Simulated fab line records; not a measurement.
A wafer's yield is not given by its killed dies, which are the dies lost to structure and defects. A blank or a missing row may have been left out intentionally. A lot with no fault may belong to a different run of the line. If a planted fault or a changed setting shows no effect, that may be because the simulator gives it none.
Comparing a struck lot with a sound one | flow nandHarc | 15 out of 1302 route steps
Sound: the wafers L309.1, L309.3, L309.5. The struck wafers were L317.2, L317.4, L317.6. The cause comes at the end.
At each step with rows: each side's tool, then ch and its chambers, then its first start. Under that, the readings that differ: sound wafers | struck wafers | difference of the means | sigmas: that difference in standard deviations of wafers without a fault.
alike: same words and numbers on both sides, and readings whose means sit less than 2 such deviations apart. not compared: any withheld reading, any reading some wafer has no value for, any bound like >300 that may hide the same value, and any number with overlapping values for which the record gives no deviation.
A row with sigmas, a row that says differs or no value, or rows on one side alone: a step with any of these is where the two part. Numbers that have no deviation but don't overlap get no sigmas and don't part them. A reading that every wafer of one side lacks parts them only if that side has two wafers or more.

first, 8 steps without rows for these wafers: NHARC_A_SGD_CUT_COAT_56 (time 75 s); NHARC_A_SGD_CUT_COAT_57 (time 65 s); NHARC_A_SGD_CUT_COAT_03 (resist thk 90 nm); NHARC_A_SGD_CUT_SOFTBAKE_04 (time 55 s); NHARC_A_SGD_CUT_EBR_05; NHARC_A_SGD_CUT_EXPOSE_06 (exposes mask SGD); NHARC_A_SGD_CUT_PEB_07 (peb time 65 s); NHARC_A_SGD_CUT_DEVELOP_08 (develop time 35 s).
NHARC_A_SGD_CUT_CD_MEAS_09: the cd target is 100 nm.
  sound on cdSem-03 ch 0, day 20 01:14; struck on cdSem-02 ch 0, day 24 03:26
  alike: cdNm
NHARC_A_SGD_CUT_OVL_MEAS_10:
  sound: overlay-02 at day 20 01:19; struck: overlay-02 at day 24 03:31
  alike: overlayXNm, overlayYNm
NHARC_A_SGD_CUT_INSPECT_11:
  sound: defectInspect-02 at day 20 01:21; struck: defectInspect-01 at day 24 03:33
  alike: rawDefectCount
NHARC_A_SGD_CUT_DESCUM_14: chemistry O2, time 3 s.
  sound on rieDiel-09 ch 0,1,3, day 20 01:25; struck on rieDiel-09 ch 0,1,2, day 24 03:37
  alike: drypumpMotorCurrentA, oesProductAu, rfVppV, showerheadPlenumPTorr, throttleValvePct
  not compared: rfHoursCounterH
NHARC_A_SGD_CUT_ETCH_58: etches the open film in CF4, target depth 39 nm, time 65 s.
  sound on rieDiel-09 ch 0,2,3, day 20 01:31; struck on rieDiel-09 ch 1,2,3, day 24 03:43
reading             | sound             | struck            | difference | sigmas
oesProductAu (a.u.) | 1.014 1.001 1.000 | 0.851 0.843 0.857 | -0.155     | -13
  alike: drypumpMotorCurrentA, rfVppV, showerheadPlenumPTorr, throttleValvePct
  not compared: rfHoursCounterH
NHARC_A_SGD_CUT_ETCH_59: etches the open film in N2/H2, target depth 260 nm, time 406.25 s.
  sound: rieDiel-09 ch 1,3; struck: rieDiel-09 ch 0,1,3
  alike: drypumpMotorCurrentA, h2FlowSccm, oesProductAu, rfVppV, showerheadPlenumPTorr, throttleValvePct
  not compared: rfHoursCounterH
-- break in the record here, with 5 days between the starts of the struck wafers on either side (left off in module A_SGD_CUT, picked up again in module END, where the first step shown is number 1302 on the route) --
NHARC_END_SORT_01:
  here the record holds rows for the struck wafers (prober-02 ch 0, day 29 13:30) but none for the sound ones

## WHERE THEY PART
Earliest at NHARC_A_SGD_CUT_ETCH_58; latest, in this record, at NHARC_END_SORT_01.

WHY: whatever the simulator had introduced
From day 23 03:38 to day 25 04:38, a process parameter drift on rieDiel-09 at NHARC_A_SGD_CUT_ETCH_58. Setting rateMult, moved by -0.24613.
